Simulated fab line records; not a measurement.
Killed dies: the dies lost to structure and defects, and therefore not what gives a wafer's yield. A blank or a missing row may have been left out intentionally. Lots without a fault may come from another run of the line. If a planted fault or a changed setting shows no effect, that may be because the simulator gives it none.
Problem report in the 8D (eight disciplines) form, filled by code + flow nandHarc + the parts of the form that need people (team, actions taken, sign-off) are left out

## 1. THE ISSUE
susceptorTempC at NHARC_A_BONDPAD_PRE_CLEAN_26 reads a mean of 277.50 C on 1 wafer of 1 lot; wafers without a fault read 279.99 C with a standard deviation of 0.17. Relative to the usual mean, that is a shift of -15 standard deviations.
The step: time 30 s.
Earliest sighting: wafer L992.4 on pvdSputter-03 at day 22 12:36. The record holds 33 wafers of 11 lots with a number at this step. Rule for "out" (also "out of limits"): further than 4 standard deviations from the usual mean. All remaining wafers that have a number are taken as sound.

## 2. WHAT IT IS, AND WHAT IT ISN'T
| question                    | is                | is not                                                                    |
|-----------------------------|-------------------|---------------------------------------------------------------------------|
| which readings at this step | susceptorTempC    | heaterPowerW                                                              |
| which lots                  | L992              | L100, L978, L979, L980, L981, L982, L983, L995, L996, L997                |
| which wafers of those lots  | L992.4            | L992.1, L992.6                                                            |
| read on which tools         | pvdSputter-03     | pvdSputter-01, pvdSputter-02                                              |
| when                        | from day 22 12:36 | up to then (26 sound wafers); but 6 sound wafers of L100, L997 came after |

## 3. SUSPECTS, AND WHAT RULES EACH OUT
Counting: any tool at a process step up to the reading remains a suspect provided it ran every lot that is out. Sound lots after the first of them don't rule it out here, since some wafers of a struck lot are sound.
- pecvd-03 at NHARC_A_BONDPAD_DEP_00 (deposits SiCN, target thk 250 nm): kept. L992, the lot that is out, went through it at day 22 10:32; up to then, the latest sound lot through it was L995 at day 22 00:32. NHARC_A_BONDPAD_DEP_00 gives no start for some lots, so the hours and the order of its lots are those of NHARC_A_BONDPAD_CMP_29.
- cmp-04 at NHARC_A_BONDPAD_CMP_29 (polishes SiCN, target thk 200 nm): kept. L992, the lot that is out, went through it at day 22 10:32; up to then, the latest sound lot through it was L980 at day 18 03:35.
- pvdSputter-03 at NHARC_A_BONDPAD_PRE_CLEAN_26 (time 30 s): kept. L992, the lot that is out, went through it at day 22 12:36; up to then, the latest sound lot through it was L980 at day 18 05:44. On those wafers its own readings are out: susceptorTempC.
- pecvd-03, NHARC_A_BONDPAD_DEP_00: wafers that are out in chamber 1, sound lot-mates in chambers 0, 2.
After the count, these remain: pecvd-03 at NHARC_A_BONDPAD_DEP_00, cmp-04 at NHARC_A_BONDPAD_CMP_29 and pvdSputter-03 at NHARC_A_BONDPAD_PRE_CLEAN_26.

## 4. THE CAUSE (what the simulator had put in)
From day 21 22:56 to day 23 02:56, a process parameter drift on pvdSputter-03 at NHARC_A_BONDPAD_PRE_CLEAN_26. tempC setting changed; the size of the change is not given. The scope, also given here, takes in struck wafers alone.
Counting left 3 suspects, and this tool is among them.

## 5. THE EFFECT CHAIN, in route order
Each row: a reading where the mean over the struck wafers with a number is more than 3 standard deviations away from the usual. Only readings for which the record gives a usual standard deviation are gone through. hours: the time from each lot's start at the first step in this table that gives one to its start at this step, as a median over the lots. sigmas: the change in usual standard deviations.
| hours | step                         | reading        | usual    | on struck wafers | change | sigmas |
|-------|------------------------------|----------------|----------|------------------|--------|--------|
| 0     | NHARC_A_BONDPAD_PRE_CLEAN_26 | susceptorTempC | 279.99 C | 277.50           | -2.49  | -15    |
Its process steps:
- NHARC_A_BONDPAD_PRE_CLEAN_26: time 30 s.
At these later measuring or inspecting steps, every struck wafer for which the step has a row has a number for every such reading, and none has moved that far: NHARC_END_SORT_01.

## 6. HOW IT WOULD HAVE BEEN CAUGHT EARLIER
First out-of-limits reading in this record: day 22 12:36, which is 14 hours after fault onset at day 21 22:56.
